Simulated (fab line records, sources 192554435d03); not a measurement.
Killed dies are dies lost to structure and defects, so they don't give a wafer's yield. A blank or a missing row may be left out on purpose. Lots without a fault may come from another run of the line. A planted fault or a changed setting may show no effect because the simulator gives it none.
Chamber matching | flow n5_finfet | N5_BEOL_M5_CO_CAP_78 on cvd_co-02: 3 sister chambers
The step material Co, precursor CCTBA/H2, target thk 2 nm, time 102.1 s. 18 wafers are shown with their chamber, then 9 later ones without.

WAFERS WITH THEIR CHAMBER
wafer  | chamber | heater_power_w (W) | susceptor_temp_C (C)
L076.1 | 2       | 252                | 199.76
L076.4 | 0       | 226                | 199.85
L076.5 | 2       | 246                | 199.95
L080.2 | 0       | 226                | 200.14
L080.3 | 2       | 250                | 199.94
L080.6 | 0       | 217                | 199.97
L082.2 | 2       | 246                | 200.00
L082.3 | 0       | 228                | 200.16
L082.5 | 1       | 219                | 199.93
L083.2 | 0       | 228                | 200.06
L083.3 | 2       | 238                | 199.91
L083.6 | 2       | 241                | 200.01
L084.1 | 0       | 223                | 200.15
L084.5 | 0       | 223                | 200.23
L084.6 | 2       | 240                | 200.26
L085.2 | 1       | 218                | 200.11
L085.3 | 0       | 227                | 199.86
L085.4 | 2       | 234                | 200.10

SIGNATURES (means of the wafers above)
reading          | chamber 0 | chamber 1 | chamber 2 | scatter within a chamber
heater_power_w   | 224.75    | 218.50    | 243.38    | 4.91
susceptor_temp_C | 200.0525  | 200.0200  | 199.9912  | 0.144
Rule: a wafer's distance from a chamber is the root of the sum, over the readings, of the square of ((its reading less the chamber's mean) divided by the reading's scatter). The wafer belongs to the nearest chamber; if the next one is less than 2 further off, it can't be placed. The scatter: the root of (the sum of the squares of (reading less its chamber's mean) over the shown wafers, divided by (wafers less chambers)).

WAFERS WITHOUT THEIR CHAMBER
wafer  | heater_power_w (W) | susceptor_temp_C (C)
L092.1 | 224                | 200.25
L092.2 | 225                | 199.56
L092.4 | 227                | 199.98
L094.2 | 228                | 200.37
L094.5 | 219                | 200.10
L094.6 | 227                | 200.05
L093.3 | 227                | 200.10
L093.5 | 241                | 199.95
L093.6 | 220                | 199.85

WHICH CHAMBER EACH WENT THROUGH
wafer  | from the rows above          | in truth
L092.1 | can't be placed: 0 or 1      | 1
L092.2 | can't be placed: 0 or 1 or 2 | 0
L092.4 | can't be placed: 0 or 1      | 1
L094.2 | can't be placed: 0 or 1 or 2 | 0
L094.5 | can't be placed: 1 or 0      | 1
L094.6 | can't be placed: 0 or 1      | 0
L093.3 | can't be placed: 0 or 1      | 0
L093.5 | 2                            | 2
L093.6 | can't be placed: 1 or 0      | 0
Placed correctly: 1 of 9. Can't be placed from these rows: 8 (the true chamber is among the candidates in 8). Placed wrongly: 0.
